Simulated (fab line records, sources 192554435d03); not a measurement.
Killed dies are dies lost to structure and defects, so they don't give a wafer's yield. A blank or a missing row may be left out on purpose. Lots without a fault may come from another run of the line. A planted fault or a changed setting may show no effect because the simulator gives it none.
Which tool did it? | flow n5_finfet | 10 lots, 29 wafers sampled, at 5 steps of a route of 1938

WHAT THE GAUGES READ, wafer by wafer
N5_BEOL_M4_RC_MEAS_101. Usual: DIBL_N 36.1 mV/V, standard deviation 1.5; DIBL_P 36.1 mV/V, standard deviation 1.9; IOFF_N 0.159 nA/um, standard deviation 0.029; IOFF_P 0.21 nA/um, standard deviation 0.038; ION_N 675 uA/um, standard deviation 11; ION_P 464 uA/um, standard deviation 8.1; SS_N 71.5 mV/dec, standard deviation 0.57; SS_P 73.3 mV/dec, standard deviation 0.64; VT_N 249 mV, standard deviation 3.1; VT_P -250 mV, standard deviation 3.8.
lot  | measured     | on        | DIBL_N (mV/V)  | DIBL_P (mV/V)  | IOFF_N (nA/um)    | IOFF_P (nA/um) | ION_N (uA/um) | ION_P (uA/um) | SS_N (mV/dec)  | SS_P (mV/dec)  | VT_N (mV)   | VT_P (mV)      | flag
L518 | day 8 06:20  | prober-01 | 36.9 36.2 36.3 | 35.9 35.2 34.8 | 0.156 0.148 0.152 | 0.20 0.19 0.18 | 667 675 658   | 456 457 453   | 71.5 71.4 71.5 | 72.8 73.0 72.6 | 250 251 253 | -250 -252 -252 |
L519 | day 8 08:42  | prober-02 | 33.6 35.6 36.6 | 32.4 35.8 36.9 | 0.118 0.147 0.173 | 0.18 0.22 0.24 | 668 680 691   | 461 471 471   | 71.4 72.0 72.1 | 72.6 73.4 73.4 | 257 251 248 | -248 -249 -249 |
L520 | day 8 09:32  | prober-01 | 37.8 35.9 36.7 | 37.3 34.2 36.4 | 0.161 0.137 0.148 | 0.24 0.19 0.22 | 666 672 654   | 464 462 454   | 71.8 72.3 71.5 | 73.8 72.5 73.3 | 249 250 253 | -246 -249 -247 |
L530 | day 11 08:40 | prober-01 | 36.7 34.2 36.9 | 38.0 34.1 37.7 | 0.168 0.113 0.155 | 0.23 0.17 0.22 | 687 656 670   | 464 460 470   | 71.7 70.8 71.5 | 73.1 73.2 74.0 | 249 256 250 | -249 -254 -250 |
L532 | day 11 15:29 | prober-01 | 34.6 34.1 37.3 | 33.0 32.4 36.1 | 0.133 0.122 0.177 | 0.17 0.16 0.21 | 675 666 684   | 462 459 467   | 70.8 71.0 71.5 | 72.3 72.4 74.1 | 248 252 248 | -253 -255 -251 |
L534 | day 12 05:31 | prober-01 | 35.6 36.9 36.6 | 37.1 37.5 37.7 | 0.150 0.166 0.169 | 0.19 0.19 0.20 | 663 676 675   | 457 460 457   | 71.3 72.4 72.3 | 73.5 73.6 73.7 | 253 248 251 | -254 -254 -254 |
L535 | day 12 10:04 | prober-01 | 35.3 37.3      | 36.4 39.1      | 0.159 0.206       | 0.21 0.26      | 688 689       | 463 468       | 72.2 72.0      | 73.5 74.1      | 248 244     | -249 -247      |
L536 | day 12 12:51 | prober-01 | 36.9 36.9 36.4 | 39.4 39.2 38.2 | 0.195 0.187 0.174 | 0.25 0.23 0.22 | 675 673 671   | 465 463 462   | 71.8 72.0 72.4 | 74.3 74.5 74.7 | 247 249 250 | -247 -252 -248 |
L539 | day 13 18:02 | prober-02 | 37.1 37.5 37.6 | 37.1 37.7 37.6 | 0.173 0.192 0.198 | 0.30 0.32 0.31 | 677 689 686   | 479 481 473   | 71.4 72.1 72.0 | 73.3 73.7 74.3 | 246 247 245 | -241 -242 -244 |
L540 | day 14 09:27 | prober-01 | 36.2 36.6 34.8 | 36.8 36.4 36.0 | 0.181 0.180 0.168 | 0.23 0.23 0.23 | 684 680 686   | 469 468 473   | 71.1 70.9 71.5 | 73.3 72.5 73.6 | 247 246 244 | -247 -248 -247 |

WHICH TOOL RAN EACH LOT (tool, then ch and the chambers of the sampled wafers, then the start)
lot  | N5_BEOL_M2_SPUTTER_79        | N5_BEOL_M2_SPUTTER_81        | N5_BEOL_M2_ANNEAL_82         | N5_BEOL_M2_SPUTTER_94
L518 | pvd_sputter-02, day 7 05:15  | pvd_sputter-02, day 7 05:28  | pvd_sputter-02, day 7 05:33  | pvd_sputter-02, day 7 06:34
L519 | pvd_sputter-02, day 7 08:35  | pvd_sputter-02, day 7 08:48  | pvd_sputter-02, day 7 08:53  | pvd_sputter-02, day 7 09:54
L520 | pvd_sputter-01, day 7 09:58  | pvd_sputter-01, day 7 10:11  | pvd_sputter-01, day 7 10:16  | pvd_sputter-01, day 7 11:17
L530 | pvd_sputter-01, day 10 03:52 | pvd_sputter-01, day 10 04:05 | pvd_sputter-01, day 10 04:10 | pvd_sputter-01, day 10 05:11
L532 | pvd_sputter-01, day 10 18:44 | pvd_sputter-01, day 10 18:58 | pvd_sputter-01, day 10 19:02 | pvd_sputter-01, day 10 20:04
L534 | pvd_sputter-01, day 11 08:03 | pvd_sputter-01, day 11 08:16 | pvd_sputter-01, day 11 08:21 | pvd_sputter-01, day 11 09:22
L535 | pvd_sputter-02, day 11 09:04 | pvd_sputter-02, day 11 09:17 | pvd_sputter-02, day 11 09:22 | pvd_sputter-02, day 11 10:23
L536 | pvd_sputter-02, day 11 12:16 | pvd_sputter-02, day 11 12:29 | pvd_sputter-02, day 11 12:34 | pvd_sputter-02, day 11 13:35
L539 | pvd_sputter-02, day 12 06:41 | pvd_sputter-02, day 12 06:55 | pvd_sputter-02, day 12 06:59 | pvd_sputter-02, day 12 08:01
L540 | pvd_sputter-01, day 12 17:31 | pvd_sputter-01, day 12 17:44 | pvd_sputter-01, day 12 17:49 | pvd_sputter-01, day 12 18:50
- N5_BEOL_M2_SPUTTER_79: material Cu, target thk 4.5 nm, time 8.29 s.
- N5_BEOL_M2_SPUTTER_81: material Cu, target thk 4.5 nm, time 8.29 s.
- N5_BEOL_M2_ANNEAL_82: time 240 s.
- N5_BEOL_M2_SPUTTER_94: material Cu, target thk 4.5 nm, time 8.29 s.

WHAT THE TOOLS THEMSELVES READ (means of the sampled wafers that have a number; where no wafer has one, the mark that the record gives instead)
N5_BEOL_M2_SPUTTER_79. Usual: chamber_pressure_pa 0.06999 Pa, standard deviation 0.00014; chuck_gas_flow_sccm 1.26 sccm, standard deviation 0.05; chuck_sensor_temp_C -15.9 C, standard deviation 0.32; substrate_temp_c -19.99 C, standard deviation 0.088; throttle_valve_pct 29.5 %, standard deviation 1.2.
lot  | tool           | chamber_pressure_pa (Pa) | chuck_gas_flow_sccm (sccm) | chuck_sensor_temp_C (C) | substrate_temp_c (C) | throttle_valve_pct (%) | flag
L518 | pvd_sputter-02 | 0.06989                  | 1.23                       | -15.9                   | -20.04               | 29.8                   |
L519 | pvd_sputter-02 | 0.07004                  | 1.29                       | -16.0                   | -20.08               | 29.5                   |
L520 | pvd_sputter-01 | 0.07006                  | 1.26                       | -16.3                   | -20.04               | 27.9                   |
L530 | pvd_sputter-01 | 0.07012                  | 1.22                       | -15.8                   | -19.92               | 28.8                   |
L532 | pvd_sputter-01 | 0.06995                  | 1.28                       | -16.1                   | -19.97               | 28.9                   |
L534 | pvd_sputter-01 | 0.06997                  | 1.32                       | -16.0                   | -19.96               | 28.8                   |
L535 | pvd_sputter-02 | 0.06995                  | 1.28                       | -15.9                   | -19.90               | 29.0                   |
L536 | pvd_sputter-02 | 0.07001                  | 1.28                       | -15.9                   | -19.99               | 29.3                   |
L539 | pvd_sputter-02 | 0.07006                  | 1.21                       | -15.9                   | -19.94               | 29.6                   |
L540 | pvd_sputter-01 | 0.07006                  | 1.27                       | -15.8                   | -20.07               | 28.5                   |

N5_BEOL_M2_SPUTTER_81. Usual: chamber_pressure_pa 0.07 Pa, standard deviation 0.00014; chuck_gas_flow_sccm 1.26 sccm, standard deviation 0.053; chuck_sensor_temp_C -15.9 C, standard deviation 0.31; substrate_temp_c -20.02 C, standard deviation 0.1; throttle_valve_pct 29.5 %, standard deviation 1.2.
lot  | tool           | chamber_pressure_pa (Pa) | chuck_gas_flow_sccm (sccm) | chuck_sensor_temp_C (C) | substrate_temp_c (C) | throttle_valve_pct (%) | flag
L518 | pvd_sputter-02 | 0.07                     | 1.27                       | -15.8                   | -20.05               | 29.7                   |
L519 | pvd_sputter-02 | 0.07                     | 1.29                       | -16.0                   | -19.98               | 29.4                   |
L520 | pvd_sputter-01 | 0.07                     | 1.19                       | -16.3                   | -19.99               | 28.0                   |
L530 | pvd_sputter-01 | 0.07                     | 1.27                       | -15.9                   | -20.02               | 28.8                   |
L532 | pvd_sputter-01 | 0.07                     | 1.25                       | -16.1                   | -20.10               | 28.7                   |
L534 | pvd_sputter-01 | 0.07                     | 1.25                       | -16.0                   | -20.02               | 28.7                   |
L535 | pvd_sputter-02 | 0.07                     | 1.23                       | -15.9                   | -19.92               | 29.2                   |
L536 | pvd_sputter-02 | 0.07                     | 1.26                       | -16.0                   | -20.02               | 29.4                   |
L539 | pvd_sputter-02 | 0.07                     | 1.24                       | -15.8                   | -19.94               | 29.6                   |
L540 | pvd_sputter-01 | 0.07                     | 1.26                       | -15.8                   | -19.92               | 28.5                   |

N5_BEOL_M2_ANNEAL_82. Usual: heater_power_w 820 W, standard deviation 73.
lot  | tool           | heater_power_w (W) | flag
L518 | pvd_sputter-02 | 814                |
L519 | pvd_sputter-02 | 840                |
L520 | pvd_sputter-01 | 816                |
L530 | pvd_sputter-01 | 859                |
L532 | pvd_sputter-01 | 864                |
L534 | pvd_sputter-01 | 881                |
L535 | pvd_sputter-02 | 844                |
L536 | pvd_sputter-02 | 855                |
L539 | pvd_sputter-02 | 858                |
L540 | pvd_sputter-01 | 799                |

N5_BEOL_M2_SPUTTER_94. Usual: chamber_pressure_pa 0.06998 Pa, standard deviation 0.00013; chuck_gas_flow_sccm 1.25 sccm, standard deviation 0.053; chuck_sensor_temp_C -15.9 C, standard deviation 0.31; substrate_temp_c -20.00 C, standard deviation 0.1; throttle_valve_pct 29.5 %, standard deviation 1.2.
lot  | tool           | chamber_pressure_pa (Pa) | chuck_gas_flow_sccm (sccm) | chuck_sensor_temp_C (C) | substrate_temp_c (C) | throttle_valve_pct (%) | flag
L518 | pvd_sputter-02 | 0.06992                  | 1.23                       | -15.9                   | -20.03               | 29.8                   |
L519 | pvd_sputter-02 | -                        | -                          | -                       | -                    | -                      | OFF
L520 | pvd_sputter-01 | -                        | -                          | -                       | -                    | -                      | OFF
L530 | pvd_sputter-01 | 0.06982                  | 1.28                       | -15.8                   | -20.03               | 28.8                   |
L532 | pvd_sputter-01 | 0.06996                  | 1.26                       | -16.0                   | -19.89               | 28.7                   |
L534 | pvd_sputter-01 | 0.07001                  | 1.29                       | -16.0                   | -20.06               | 28.7                   |
L535 | pvd_sputter-02 | 0.07001                  | 1.29                       | -15.8                   | -19.98               | 29.1                   |
L536 | pvd_sputter-02 | 0.06996                  | 1.29                       | -15.9                   | -20.01               | 29.3                   |
L539 | pvd_sputter-02 | 0.06995                  | 1.26                       | -15.9                   | -20.02               | 29.5                   |
L540 | pvd_sputter-01 | 0.07007                  | 1.30                       | -15.8                   | -20.06               | 28.6                   |

THE ANSWER, worked out from the rows above alone
Rule: a lot is off if the mean of its wafers that have a number lies more than 3 standard deviations from the usual mean. A lot without any number at a reading at which 4 lots or more have one is off too. The other lots that the step has rows for count as sound. The gauges are gone through in route order, then the tools' own readings, and for those a lot's mean is taken as printed above. The first step at which some lot is off is used, and at that step the reading that is off furthest; a lot without a number counts as furthest.
Off: L519, L520, at N5_BEOL_M2_SPUTTER_94 (chamber_pressure_pa). Without a number there: L519, L520.
A tool fits if, at that step or a process step before it, it ran every lot that is off, and no sound lot after the first of them. None of those tried fits.

WHAT THE SIMULATOR HAD PUT IN
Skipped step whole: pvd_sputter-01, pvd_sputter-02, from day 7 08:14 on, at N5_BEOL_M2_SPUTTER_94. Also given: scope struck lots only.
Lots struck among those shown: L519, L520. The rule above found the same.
